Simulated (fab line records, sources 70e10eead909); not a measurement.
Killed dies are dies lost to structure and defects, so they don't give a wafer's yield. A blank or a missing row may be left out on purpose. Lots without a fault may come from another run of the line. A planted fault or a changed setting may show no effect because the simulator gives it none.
fab line records | flow nand_harc
record lots=24 wafers=72 last_day=24
route steps=1159 shown A_STAIRCASE@741 A_SGD_CUT@764 A_WL_FILL@825 A_CONTACT@864
lots that met no fault: from a run of the same line without faults
start_h: hours from the record's first day to the start of the lot's first wafer shown | wait_h: hours since the lot's step before | " the same as in the row above | L1.1+2: a row that stands for several wafers | - no value, or no start given | * or withheld: withheld | < > ~ a bound
route shown NAME@n: a module of which the file shows steps, and the number in the route of the first | usual: mean/standard deviation of fault-free wafers | same: alike in all rows | chamber/n: place in a boat | sites: the reading at each site | _std_site: their standard deviation | _edge_site: outer sites' mean less inner sites' | radius_mm: how far each site lies from the wafer's centre | mask NAME#n: copy n | behind: the tool/chamber that last shaped the wafer | hold: why the lot was held/for how many hours/how that ended | device: the transistor (n, p or np) that didn't switch | end of line: the same wafers' tests at the end of the route | a step without rows: its recipe alone | killed: dies lost to structure and defects at the first sort, not the wafer's yield | map: a wafer's dies, x killed, . not, _ none there
set.NAME: the setting as run; set.NAME@STEP: as run at that earlier step | model.NAME: the simulator's own value behind a step, which no gauge read
steps of the route over a sample of lots; a table a step, a row a wafer
services: from which hour (start_h, from the record's first day; less than 0 if before it) a tool's chamber was out of use, for how many hours, and why
## steps
# step NHARC_A_STAIRCASE_STRIP_475
# recipe time_s=20 o2_flow_sccm=500 ar_flow_sccm=0 bias_w=0 chemistry=O2
# usual drypump_motor_current_A=6.0/0.5 oes_product_au=1.002/0.0067 rf_vpp_V=57.7/0.97 showerhead_plenum_p_Torr=3.52/0.18 throttle_valve_pct=17.037/0.0087
# columns lot.wafer tool chamber start_h wait_h drypump_motor_current_A oes_product_au rf_hours_counter_h rf_vpp_V showerhead_plenum_p_Torr throttle_valve_pct
L074.4 rie_diel-03 0 - - 5.3 0.993 32 56.9 3.28 17.031
L074.6 " 0 " " 5.3 0.996 - 57.1 3.28 17.020
L074.5 " 1 " " 6.4 1.000 - 58.0 3.33 17.034
L076.4 rie_diel-11 0 - - 6.6 0.999 42 57.2 3.58 17.030
L076.1 " 1 " " 5.5 0.995 45 57.3 3.40 17.032
L076.3 " 2 " " 5.4 1.010 46 58.8 3.63 17.027
L079.2 rie_diel-11 2 - - 5.4 1.000 46 56.0 3.63 17.030
L079.5 " 2 " " 5.4 1.001 - 58.7 3.63 17.037
L079.6 " 3 " " 5.4 1.010 - 58.4 3.27 17.020
L077.2 rie_diel-04 2 - - 5.6 1.017 8 57.9 3.29 17.039
L077.1 " 3 " " 6.0 1.001 11 58.4 3.69 17.029
L077.6 " 2 " " 5.6 1.008 - 54.2 3.29 17.034
L075.4 rie_diel-03 0 - - 5.3 0.999 39 57.3 3.28 17.040
L075.6 " 1 " " 6.4 0.995 - 57.5 3.32 17.035
L075.5 " 2 " " 6.8 1.000 - 57.6 3.50 17.047
L078.2 rie_diel-11 3 - - 5.4 1.003 47 58.6 3.27 17.048
L078.1 " 0 " " 6.6 1.000 46 59.0 3.57 17.035
L078.5 " 3 " " 5.4 1.005 - 55.7 3.27 17.025
L080.3 rie_diel-11 0 - - 6.5 1.005 56 58.3 3.57 17.034
L080.6 " 1 " " 5.5 1.004 - 57.6 3.39 17.044
L080.5 " 2 " " 5.4 1.008 - 57.5 3.62 17.048
L081.4 rie_diel-11 0 - - 6.6 1.007 56 58.9 3.57 17.034
L081.2 " 2 " " 5.4 0.990 61 57.5 3.62 17.029
L081.6 " 3 " " 5.4 0.998 - 56.6 3.26 17.031
L083.2 rie_diel-03 2 - - 6.8 1.001 55 58.7 3.49 17.023
L083.1 " 0 " " 5.3 0.996 53 58.1 3.27 17.032
L083.5 " 2 " " 6.8 0.999 - 58.1 3.49 17.054
L082.4 rie_diel-04 0 - - 5.9 1.003 27 58.4 3.59 17.037
L082.1 " 1 " " 6.1 0.996 28 58.6 3.79 17.028
L082.5 " 0 " " 5.9 1.005 - 59.2 3.59 17.029
L085.3 rie_diel-04 3 - - 6.1 0.991 30 57.7 3.68 17.021
L085.1 " 1 " " 6.2 1.000 33 58.8 3.79 17.055
L085.6 " 2 " " 5.6 1.013 - 56.9 3.28 17.029
L084.3 rie_diel-03 0 - - 5.3 0.995 59 57.0 3.27 17.035
L084.1 " 1 " " 6.4 0.995 57 58.2 3.31 17.037
L084.2 " 2 " " 6.8 0.997 61 56.9 3.49 17.018
L086.2 rie_diel-04 1 - - 6.2 0.992 39 57.8 3.79 17.042
L086.1 " 2 " " 5.6 1.002 33 56.9 3.28 17.039
L086.6 " 0 " " 6.0 0.999 - 57.9 3.58 17.032
L087.1 rie_diel-11 1 - - 5.5 0.997 3 56.7 3.39 17.036
L087.5 " 1 " " 5.5 1.003 - 57.9 3.39 17.030
L087.6 " 2 " " 5.4 1.006 - 57.4 3.61 17.032
L092.4 rie_diel-11 0 - - 6.5 1.003 10 58.3 3.56 17.047
L092.3 " 1 " " 5.5 0.996 10 56.6 3.38 17.044
L092.2 " 2 " " 5.4 1.005 9 58.4 3.61 17.033
L091.4 rie_diel-03 1 - - 6.4 1.007 2 58.2 3.31 17.032
L091.3 " 3 " " 6.4 1.019 1 57.1 3.68 17.042
L091.6 " 1 " " 6.4 1.008 - 56.1 3.31 17.029
L089.2 rie_diel-03 1 - - 6.4 1.012 4 56.4 3.31 17.042
L089.1 " 2 " " 6.8 1.016 3 58.1 3.48 17.032
L089.4 " 3 " " 6.4 1.009 2 58.0 3.68 17.050
L093.3 rie_diel-11 1 - - 5.5 1.002 17 56.9 3.38 17.033
L093.1 " 0 " " 6.5 1.021 17 57.5 3.56 17.038
L093.6 " 1 " " 5.5 0.996 - 57.2 3.38 17.055
L088.1 rie_diel-03 0 - - 5.3 1.015 5 57.3 3.81 17.043
L088.4 " 2 " " 6.8 1.010 6 58.1 3.48 17.040
L088.6 " 0 " " 5.3 1.008 - 58.4 3.81 17.044
L090.3 rie_diel-03 1 - - 6.4 1.002 6 57.0 3.31 17.029
L090.1 " 0 " " 5.3 1.011 5 57.3 3.81 17.029
L090.6 " 1 " " 6.4 1.006 - 57.1 3.31 17.034
L094.4 rie_diel-03 2 - - 6.8 1.011 8 57.6 3.48 17.040
L094.1 " 3 " " 6.4 0.998 7 59.1 3.68 17.050
L094.3 " 0 " " 5.3 1.006 7 59.1 3.80 17.041
L095.3 rie_diel-04 3 - - 6.0 0.984 51 57.5 3.67 17.045
L095.4 " 0 " " 5.9 0.999 55 58.0 3.57 17.040
L095.1 " 1 " " 6.2 0.996 57 58.9 3.77 17.043
L097.2 rie_diel-04 1 - - 6.2 1.003 62 58.8 3.77 17.043
L097.4 " 2 " " 5.6 1.005 47 56.5 3.27 17.021
L097.5 " 2 " " 5.6 1.004 - 56.3 3.27 17.031
L096.4 rie_diel-04 2 - - 5.6 1.006 47 57.9 3.27 17.051
L096.2 " 3 " " 6.0 1.000 57 58.2 3.66 17.044
L096.6 " 1 " " 6.2 1.001 - 59.9 3.77 17.043
# step NHARC_A_STAIRCASE_CMP_472
# recipe material=SiO2
# usual motor_current_A=12.2/0.96 retaining_ring_pressure_frac=1.000/0.0052
# columns lot.wafer tool chamber start_h wait_h motor_current_A retaining_ring_pressure_frac
L074.4 cmp-03 1 301.05 0.2 13.7 1.002
L074.5 " 3 " " 12.6 1.004
L074.6 " 0 " " 13.0 1.010
L076.3 cmp-02 2 319.30 0.2 12.3 1.004
L076.4 " 3 " " 12.3 0.999
L076.1 " 0 " " 11.8 0.998
L079.2 cmp-04 3 319.58 0.2 10.8 0.995
L079.6 " 3 " " 10.9 0.994
L079.5 " 0 " " 13.1 1.008
L077.2 cmp-03 1 320.54 0.2 13.5 1.008
L077.1 " 0 " " 12.8 0.994
L077.6 " 2 " " 10.8 1.002
L075.4 cmp-02 3 320.88 0.2 12.3 0.999
L075.6 " 0 " " 12.2 0.992
L075.5 " 1 " " 13.3 1.006
L078.2 cmp-04 1 329.98 0.2 11.8 1.005
L078.1 " 2 " " 11.5 0.988
L078.5 " 1 " " 11.9 1.004
L080.3 cmp-03 0 358.42 0.2 11.8 0.995
L080.6 " 3 " " 12.1 1.000
L080.5 " 0 " " 12.7 1.001
L081.4 cmp-02 3 358.90 0.1 12.7 0.993
L081.2 " 1 " " 12.8 0.995
L081.6 " 3 " " 12.4 0.995
L083.2 cmp-04 0 363.56 0.2 12.7 1.001
L083.1 " 1 " " 11.4 0.996
L083.5 " 1 " " 12.2 0.998
L082.1 cmp-02 0 364.50 0.3 11.6 0.995
L082.4 " 1 " " 12.7 1.003
L082.5 " 0 " " 12.1 0.997
L085.3 cmp-02 2 373.19 0.3 12.8 1.007
L085.1 " 3 " " 12.6 1.009
L085.6 " 0 " " 11.7 0.992
L084.1 cmp-03 0 373.32 0.2 13.2 1.008
L084.2 " 1 " " 12.8 0.998
L084.3 " 3 " " 13.3 0.996
L086.1 cmp-04 2 384.96 0.2 11.2 0.999
L086.2 " 0 " " 13.5 1.009
L086.6 " 2 " " 12.1 1.001
L087.1 cmp-02 3 385.29 0.3 13.1 1.001
L087.5 " 1 " " 12.6 0.993
L087.6 " 2 " " 13.1 1.005
L092.4 cmp-02 3 400.43 0.2 12.9 1.004
L092.2 " 0 " " 11.8 1.002
L092.3 " 1 " " 12.3 0.996
L091.4 cmp-04 3 405.75 0.2 10.7 0.997
L091.3 " 0 " " 13.7 0.998
L091.6 " 1 " " 11.8 0.995
L089.4 cmp-04 3 410.19 0.1 11.1 1.004
L089.2 " 0 " " 12.6 0.998
L089.1 " 1 " " 11.3 0.993
L093.3 cmp-03 0 422.30 0.3 12.3 0.998
L093.1 " 1 " " 13.7 1.010
L093.6 " 3 " " 13.2 0.995
L088.4 cmp-02 0 422.47 0.1 12.0 1.003
L088.1 " 1 " " 13.6 0.998
L088.6 " 1 " " 12.2 0.996
L090.3 cmp-03 3 422.62 0.3 12.9 1.005
L090.1 " 0 " " 13.0 1.004
L090.6 " 1 " " 14.0 1.004
L094.4 cmp-02 2 427.15 0.1 12.5 0.992
L094.1 " 0 " " 12.0 0.999
L094.3 " 1 " " 11.9 1.011
L095.4 cmp-03 0 427.53 0.1 12.8 0.995
L095.3 " 1 " " 13.0 1.004
L095.1 " 2 " " 10.5 0.999
L097.4 cmp-04 2 441.77 0.2 11.6 1.001
L097.2 " 1 " " 11.9 1.002
L097.5 " 2 " " 11.2 1.000
L096.4 cmp-04 1 442.10 0.2 11.3 0.999
L096.2 " 2 " " 12.2 1.011
L096.6 " 3 " " 10.9 0.988
# step NHARC_A_SGD_CUT_ETCH_15
# recipe target_depth_a=750 time_s=64.3 ch3f_flow_sccm=50 o2_flow_sccm=30 ar_flow_sccm=200 rf_w=500 bias_w=100 chemistry=CH3F/O2
# usual ch3f_flow_sccm=49.99/0.15 drypump_motor_current_A=5.9/0.53 oes_product_au=0.954/0.018 rf_vpp_V=264.4/1.8 showerhead_plenum_p_Torr=2.49/0.1 throttle_valve_pct=20.664/0.0091
# columns lot.wafer tool chamber start_h wait_h ch3f_flow_sccm drypump_motor_current_A oes_product_au rf_hours_counter_h rf_vpp_V showerhead_plenum_p_Torr throttle_valve_pct
L074.4 rie_diel-12 3 - - 49.96 5.3 0.985 8 260.3 2.37 20.658
L074.5 " 0 " " 50.00 6.7 0.965 - 266.6 2.61 20.661
L074.6 " 1 " " 50.03 6.6 0.958 - 265.9 2.64 20.664
L076.3 rie_diel-13 0 - - 49.97 5.7 0.970 3 264.7 2.45 20.661
L076.1 " 1 " " 50.04 5.7 0.959 3 264.0 2.40 20.657
L076.4 " 2 " " 49.78 5.6 0.955 3 266.1 2.51 20.667
L079.2 rie_diel-12 3 - - 50.14 5.3 0.980 10 262.3 2.37 20.667
L079.5 " 2 " " 49.97 4.9 0.967 - 266.0 2.59 20.674
L079.6 " 3 " " 50.24 5.3 0.981 - 262.9 2.37 20.680
L077.2 rie_diel-13 2 - - 49.97 5.6 0.957 3 265.8 2.51 20.662
L077.1 " 3 " " 49.86 6.1 0.968 3 263.7 2.52 20.649
L077.6 " 1 " " 49.87 5.6 0.981 - 261.7 2.40 20.662
L075.4 rie_diel-12 3 - - 50.08 5.3 0.981 10 262.7 2.37 20.658
L075.5 " 3 " " 49.90 5.3 0.988 - 262.7 2.37 20.671
L075.6 " 0 " " 49.89 6.8 0.984 - 266.3 2.60 20.657
L078.1 rie_diel-12 2 332.06 0.4 49.75 5.0 0.945 13 267.4 2.59 20.672
L078.2 " 0 " " 49.95 6.7 0.961 12 266.9 2.60 20.674
L078.5 " 2 " " 49.78 5.0 0.947 - 265.4 2.59 20.664
L080.3 rie_diel-13 2 - - 50.10 5.6 0.926 6 265.8 2.51 20.669
L080.5 " 1 " " 49.99 5.6 0.922 - 262.1 2.39 20.667
L080.6 " 2 " " 50.02 5.7 0.917 - 264.0 2.51 20.670
L081.4 rie_diel-12 1 - - 50.16 6.6 0.936 13 266.9 2.63 20.660
L081.2 " 2 " " 50.11 5.0 0.929 15 265.2 2.59 20.665
L081.6 " 2 " " 50.00 5.0 0.920 - 263.9 2.59 20.670
L083.1 rie_diel-02 1 - - 49.82 6.0 0.947 2 264.9 2.59 20.660
L083.2 " 3 " " 49.99 5.9 0.930 3 264.0 2.51 20.657
L083.5 " 1 " " 49.81 6.0 0.931 - 266.1 2.59 20.651
L082.4 rie_diel-13 2 - - 49.76 5.6 0.971 7 264.9 2.51 20.666
L082.1 " 3 " " 50.12 6.1 0.969 8 266.4 2.52 20.677
L082.5 " 3 " " 50.11 6.1 0.969 - 264.8 2.52 20.663
L085.3 rie_diel-12 3 - - 50.24 5.3 0.962 16 262.6 2.36 20.671
L085.1 " 2 " " 49.98 5.0 0.963 18 265.3 2.59 20.672
L085.6 " 0 " " 50.10 6.7 0.970 - 267.1 2.60 20.674
L084.3 rie_diel-02 0 - - 49.92 5.9 0.964 3 262.2 2.35 20.647
L084.1 " 2 " " 50.03 6.0 0.985 3 262.8 2.34 20.650
L084.2 " 3 " " 49.96 5.9 0.986 4 265.4 2.51 20.668
L086.2 rie_diel-02 2 - - 49.69 6.0 0.941 4 260.5 2.34 20.665
L086.1 " 3 " " 50.04 5.8 0.928 5 264.7 2.51 20.671
L086.6 " 1 " " 49.85 6.0 0.927 - 266.1 2.59 20.682
L087.1 rie_diel-13 3 - - 49.63 6.1 0.932 11 264.8 2.51 20.660
L087.5 " 3 " " 49.91 6.1 0.941 - 264.4 2.51 20.671
L087.6 " 0 " " 50.40 5.8 0.926 - 263.4 2.45 20.669
L092.3 rie_diel-12 2 - - 50.08 4.9 0.963 2 265.6 2.59 20.664
L092.2 " 0 " " 50.00 6.7 0.969 2 266.5 2.60 20.660
L092.4 " 1 " " 50.11 6.6 0.978 2 264.5 2.63 20.664
L091.3 rie_diel-13 3 - - 50.00 6.1 0.926 14 264.8 2.51 20.652
L091.4 " 0 " " 49.88 5.8 0.905 13 262.8 2.45 20.668
L091.6 " 3 " " 50.08 6.1 0.921 - 264.8 2.51 20.676
L089.1 rie_diel-02 0 - - 49.84 5.9 0.948 6 262.4 2.34 20.648
L089.2 " 2 " " 50.24 6.0 0.958 6 263.2 2.34 20.676
L089.4 " 2 " " 49.96 6.0 0.961 - 264.3 2.34 20.663
L093.1 rie_diel-02 1 - - 50.09 6.0 0.969 7 267.0 2.59 20.656
L093.3 " 2 " " 49.92 6.0 0.955 7 262.5 2.34 20.678
L093.6 " 2 " " 49.98 6.0 0.958 - 262.3 2.34 20.652
L088.4 rie_diel-12 3 - - 50.05 5.3 0.966 4 262.3 2.36 20.670
L088.1 " 1 " " 49.75 6.6 0.949 5 266.6 2.63 20.664
L088.6 " 0 " " 50.06 6.7 0.942 - 267.4 2.60 20.671
L090.3 rie_diel-13 1 - - 49.96 5.6 0.960 11 261.9 2.39 20.673
L090.1 " 0 " " 50.03 5.7 0.962 15 263.3 2.45 20.696
L090.6 " 2 " " 50.09 5.6 0.945 - 264.2 2.51 20.650
L094.1 rie_diel-02 1 - - 49.72 6.0 0.961 8 265.0 2.59 20.667
L094.3 " 2 " " 50.25 6.0 0.959 8 262.7 2.34 20.677
L094.4 " 2 " " 49.98 6.0 0.958 - 260.7 2.34 20.664
L095.1 rie_diel-12 0 - - 50.13 6.7 0.971 6 266.5 2.60 20.661
L095.3 " 1 " " 49.95 6.6 0.965 6 266.0 2.63 20.654
L095.4 " 3 " " 49.98 5.3 0.970 5 261.7 2.36 20.669
L097.2 rie_diel-13 0 - - 49.97 5.7 0.963 16 263.7 2.45 20.677
L097.4 " 2 " " 49.91 5.7 0.945 16 264.6 2.51 20.659
L097.5 " 0 " " 49.95 5.8 0.955 - 263.7 2.45 20.662
L096.2 rie_diel-12 3 - - 49.96 5.3 0.937 6 263.0 2.36 20.657
L096.4 " 1 " " 49.98 6.6 0.949 7 266.1 2.63 20.673
L096.6 " 3 " " 49.77 5.4 0.942 - 261.7 2.36 20.647
# step NHARC_A_WL_FILL_ETCHBACK_17
# recipe target_depth_a=40 time_s=26.7 chemistry=Cl2/BCl3
# usual drypump_motor_current_A=5.5/0.49 oes_product_au=1.005/0.0074
# columns lot.wafer tool chamber start_h wait_h drypump_motor_current_A oes_product_au rf_hours_counter_h
L074.4 rie_metal-02 1 340.61 - 4.7 1.003 -
L074.5 " 1 " " 4.7 0.999 -
L074.6 " 0 " " 5.6 1.012 -
L076.1 rie_metal-01 0 356.37 - 6.0 1.004 0.7
L076.3 " 1 " " 6.0 1.014 -
L076.4 " 0 " " 6.0 1.004 -
L077.2 rie_metal-03 0 356.47 - 5.3 1.004 2.7
L077.1 " 1 " " 5.2 1.010 2.7
L077.6 " 0 " " 5.3 1.002 -
L079.2 rie_metal-03 1 363.86 - 5.2 1.008 2.8
L079.6 " 0 " " 5.4 1.007 -
L079.5 " 1 " " 5.2 1.009 -
L075.4 rie_metal-01 1 363.97 - 6.0 1.021 -
L075.6 " 0 " " 6.0 1.003 -
L075.5 " 1 " " 6.0 1.016 -
L078.1 rie_metal-02 0 368.01 - 5.6 1.002 4.3
L078.2 " 1 " " 4.7 1.010 4.3
L078.5 " 1 " " 4.7 1.008 -
L080.3 rie_metal-02 1 397.69 - 4.7 0.991 -
L080.5 " 0 " " 5.6 1.009 -
L080.6 " 1 " " 4.7 1.004 -
L081.2 rie_metal-01 1 397.70 - 6.1 1.015 1.9
L081.4 " 1 " " 6.0 1.013 -
L081.6 " 1 " " 6.0 1.018 -
L083.2 rie_metal-01 1 405.37 - 6.0 1.019 2.2
L083.1 " 0 " " 6.0 1.013 2.2
L083.5 " 0 " " 6.0 0.999 -
L082.1 rie_metal-03 0 408.93 - 5.4 0.997 4.2
L082.4 " 0 " " 5.4 0.996 -
L082.5 " 0 " " 5.4 0.998 -
L084.2 rie_metal-01 0 412.42 - 6.0 0.997 2.2
L084.1 " 1 " " 6.1 1.009 2.2
L084.3 " 0 " " 6.0 0.988 -
L085.1 rie_metal-01 0 415.58 - 6.0 1.007 2.3
L085.3 " 0 " " 6.0 1.010 -
L085.6 " 0 " " 6.0 1.000 -
L086.1 rie_metal-02 0 430.52 - 5.6 1.007 1.0
L086.2 " 1 " " 4.7 0.992 1.0
L086.6 " 0 " " 5.6 0.996 -
L087.1 rie_metal-01 1 430.97 - 6.0 1.008 2.6
L087.5 " 1 " " 6.0 1.006 -
L087.6 " 0 " " 6.0 1.003 -
L091.3 rie_metal-02 1 445.07 - 4.8 1.004 -
L091.4 " 0 " " 5.6 1.008 -
L091.6 " 1 " " 4.7 1.001 -
L092.2 rie_metal-01 0 447.50 - 6.0 1.006 3.1
L092.3 " 0 " " 6.0 1.000 -
L092.4 " 1 " " 6.0 1.002 -
L089.1 rie_metal-03 1 450.33 - 5.1 1.001 5.6
L089.2 " 0 " " 5.4 1.015 5.6
L089.4 " 1 " " 5.2 1.010 -
L088.1 rie_metal-01 0 459.00 - 6.0 0.994 3.4
L088.4 " 0 " " 6.0 1.000 -
L088.6 " 0 " " 6.0 0.994 -
L093.1 rie_metal-02 1 459.02 - 4.7 0.989 2.0
L093.3 " 1 " " 4.7 1.005 -
L093.6 " 1 " " 4.7 0.987 -
L090.1 rie_metal-02 0 459.15 0.2 5.6 1.006 2.1
L090.3 " 1 " " 4.7 1.006 -
L090.6 " 0 " " 5.6 0.997 -
L095.1 rie_metal-03 0 472.40 - 5.4 1.010 0
L095.4 " 1 " " 5.2 1.002 -
L095.3 " 0 " " 5.4 1.008 -
L094.1 rie_metal-02 1 473.31 - 4.7 0.996 2.4
L094.4 " 1 " " 4.7 0.992 -
L094.3 " 0 " " 5.6 1.005 -
L096.2 rie_metal-02 1 487.17 - 4.7 0.992 2.7
L096.4 " 1 " " 4.7 0.990 -
L096.6 " 0 " " 5.6 1.008 -
L097.2 rie_metal-02 0 492.06 - 5.6 1.007 2.7
L097.4 " 0 " " 5.6 0.998 -
L097.5 " 1 " " 4.7 1.003 -
# step NHARC_A_WL_FILL_CVD_20
# recipe target_thk_a=750 temp_c=300 pressure_torr=40 wf6_flow_sccm=40 h2_flow_sccm=1600 ar_flow_sccm=1560 time_s=5064 material=W
# usual chamber_pressure_Torr=40.02/0.095 heater_power_w=424/25 throttle_valve_pct=8.0/0.32
# columns lot.wafer tool chamber start_h wait_h chamber_pressure_Torr heater_power_w throttle_valve_pct
L074.4 cvd_w-02 1 - - 40.00 467 7.8
L074.6 " 1 " " 39.93 462 7.8
L074.5 " 0 " " 40.00 411 7.9
L076.1 cvd_w-02 1 - - 40.08 456 7.7
L076.3 " 1 " " 39.83 461 7.7
L076.4 " 0 " " 39.97 423 7.8
L077.1 cvd_w-01 1 - - 39.99 446 8.3
L077.2 " 0 " " 39.87 393 8.1
L077.6 " 1 " " 40.03 440 8.4
L079.2 cvd_w-02 0 - - 40.06 423 7.8
L079.5 " 0 " " 40.09 424 8.1
L079.6 " 1 " " 40.14 467 7.8
L075.4 cvd_w-01 0 - - 40.01 392 7.9
L075.6 " 1 " " 40.05 437 8.6
L075.5 " 0 " " 39.99 387 8.2
L078.1 cvd_w-01 0 - - 40.17 388 8.0
L078.2 " 1 " " 39.95 440 8.3
L078.5 " 1 " " 40.08 442 8.4
L081.2 cvd_w-02 1 - - 40.04 446 7.7
L081.4 " 0 " " 40.07 405 7.8
L081.6 " 0 " " 40.01 405 7.8
L080.3 cvd_w-01 0 - - 40.15 393 8.1
L080.5 " 0 " " 40.08 392 8.1
L080.6 " 1 " " 39.97 444 8.4
L083.1 cvd_w-01 0 - - 39.95 393 7.8
L083.2 " 1 " " 40.07 439 8.5
L083.5 " 1 " " 40.00 439 8.5
L082.1 cvd_w-01 0 - - 40.06 390 8.1
L082.4 " 1 " " 39.91 441 8.7
L082.5 " 1 " " 39.99 439 8.5
L084.1 cvd_w-02 1 - - 40.00 446 8.1
L084.2 " 0 " " 40.15 401 7.4
L084.3 " 0 " " 39.84 400 7.6
L085.1 cvd_w-01 0 - - 40.13 388 8.1
L085.3 " 0 " " 39.95 406 7.9
L085.6 " 1 " " 40.04 435 8.4
L086.1 cvd_w-02 1 - - 39.84 441 8.1
L086.2 " 0 " " 40.07 404 7.4
L086.6 " 0 " " 40.06 402 7.7
L087.1 cvd_w-01 0 - - 39.97 389 8.3
L087.6 " 1 " " 40.03 442 8.6
L087.5 " 0 " " 39.98 399 8.1
L092.2 cvd_w-01 0 - - 39.86 395 8.3
L092.3 " 0 " " 39.81 399 8.1
L092.4 " 1 " " 39.82 449 8.8
L091.4 cvd_w-02 1 - - 39.99 442 7.9
L091.3 " 0 " " 40.16 399 7.7
L091.6 " 1 " " 40.02 453 8.0
L089.1 cvd_w-01 0 - - 39.85 395 8.1
L089.2 " 1 " " 39.93 452 8.5
L089.4 " 0 " " 40.03 402 8.2
L088.1 cvd_w-02 0 - - 40.08 402 7.9
L088.4 " 1 " " 40.03 456 7.9
L088.6 " 1 " " 39.84 443 7.9
L093.1 cvd_w-01 0 - - 40.12 398 8.3
L093.3 " 1 " " 40.07 447 8.6
L093.6 " 1 " " 40.07 434 8.5
L090.1 cvd_w-02 0 - - 39.99 412 7.8
L090.3 " 0 " " 39.88 404 7.4
L090.6 " 1 " " 39.90 456 7.7
L094.1 cvd_w-02 1 - - 39.91 444 7.8
L094.3 " 0 " " 39.97 409 7.7
L094.4 " 1 " " 40.13 442 7.8
L095.1 cvd_w-02 1 - - 40.08 441 8.1
L095.4 " 1 " " 39.99 448 7.9
L095.3 " 0 " " 40.10 412 7.7
L096.2 cvd_w-02 0 - - 40.07 400 7.6
L096.4 " 0 " " 40.06 415 7.8
L096.6 " 1 " " 40.02 460 7.8
L097.2 cvd_w-01 0 - - 40.06 375 7.8
L097.4 " 1 " " 40.14 435 8.5
L097.5 " 0 " " 40.02 389 7.7
# step NHARC_A_CONTACT_ETCH_113
# recipe source_w=withheld pressure_mtorr=20 bias_v=3000 time_s=94 target_depth_a=9220 ar_flow_sccm=withheld c4f8_flow_sccm=withheld o2_flow_sccm=withheld chemistry=C4F8/O2/Ar
# columns lot.wafer tool chamber start_h wait_h rf_hours_counter_h
L074.4 har_cap_etch-03 0 358.93 0.1 -
L074.6 " 0 " " -
L074.5 " 1 " " -
L077.1 har_cap_etch-03 1 374.35 0.1 80
L077.2 " 0 " " 80
L077.6 " 0 " " -
L076.1 har_cap_etch-01 0 374.42 0.1 58
L076.4 " 0 " " -
L076.3 " 1 " " -
L079.2 har_cap_etch-01 1 382.86 0.1 59
L079.6 " 0 " " -
L079.5 " 1 " " -
L075.4 har_cap_etch-02 1 383.51 0.1 -
L075.6 " 1 " " -
L075.5 " 0 " " -
L078.1 har_cap_etch-03 1 387.74 0.1 83
L078.2 " 0 " " 83
L078.5 " 1 " " -
L080.3 har_cap_etch-02 1 414.27 0.1 -
L080.6 " 1 " " -
L080.5 " 0 " " -
L081.2 har_cap_etch-01 0 416.31 0.1 64
L081.4 " 0 " " -
L081.6 " 1 " " -
L083.1 har_cap_etch-02 0 424.66 0.1 17
L083.2 " 1 " " 17
L083.5 " 1 " " -
L082.1 har_cap_etch-03 0 427.68 0.1 88
L082.4 " 1 " " -
L082.5 " 1 " " -
L084.1 har_cap_etch-02 1 429.05 0.1 18
L084.2 " 0 " " 18
L084.3 " 1 " " -
L085.1 har_cap_etch-02 1 432.41 0.1 20
L085.3 " 1 " " -
L085.6 " 0 " " -
L086.1 har_cap_etch-03 1 448.41 0.1 93
L086.2 " 0 " " 93
L086.6 " 1 " " -
L087.1 har_cap_etch-02 1 450.06 0.1 22
L087.6 " 1 " " -
L087.5 " 0 " " -
L092.2 har_cap_etch-02 0 462.32 0.1 23
L092.3 " 0 " " -
L092.4 " 1 " " -
L091.4 har_cap_etch-01 0 463.17 0.1 -
L091.3 " 1 " " -
L091.6 " 1 " " -
L089.1 har_cap_etch-01 0 470.42 0.1 74
L089.2 " 1 " " 74
L089.4 " 1 " " -
L088.1 har_cap_etch-03 1 476.20 0.1 98
L088.4 " 1 " " -
L088.6 " 0 " " -
L093.1 har_cap_etch-02 0 477.68 0.1 27
L093.3 " 0 " " -
L093.6 " 1 " " -
L090.1 har_cap_etch-02 1 479.79 0.1 28
L090.3 " 0 " " -
L090.6 " 0 " " -
L094.1 har_cap_etch-02 0 493.14 0.1 30
L094.4 " 0 " " -
L094.3 " 1 " " -
L095.1 har_cap_etch-01 0 495.79 0.1 78
L095.3 " 1 " " -
L095.4 " 0 " " -
L096.2 har_cap_etch-03 0 505.73 0.1 105
L096.4 " 1 " " -
L096.6 " 0 " " -
L097.2 har_cap_etch-03 0 512.59 0.1 106
L097.4 " 1 " " -
L097.5 " 0 " " -
## services
# columns tool chamber start_h hours kind
rie_diel-12 3 282.83 4.1 repair
rie_metal-01 1 287.44 25.9 repair
cvd_w-01 - 292.36 13.0 pm
har_cap_etch-02 - 305.00 17.0 pm
cmp-02 - 308.61 1.2 repair
cmp-02 - 324.55 4.0 pm
rie_diel-12 1 327.02 12.7 repair
rie_diel-12 3 330.65 11.5 repair
rie_metal-01 - 332.00 9.0 pm
har_cap_etch-02 - 339.34 0.3 repair
cmp-02 - 356.29 2.2 repair
rie_diel-12 0 369.94 2.3 repair
cmp-02 - 371.54 0.8 repair
rie_diel-12 1 373.02 6.4 repair
cvd_w-02 - 377.54 13.0 pm
rie_diel-12 - 379.40 9.0 pm
cmp-02 - 380.14 0.9 repair
rie_metal-02 - 388.03 9.0 pm
rie_diel-03 - 392.45 9.0 pm
cmp-02 - 422.62 4.0 pm
rie_diel-03 0 444.31 9.1 repair
cvd_w-01 - 477.57 13.0 pm
rie_diel-12 0 488.47 15.5 repair
rie_metal-02 0 511.47 12.5 repair
## key
fault none
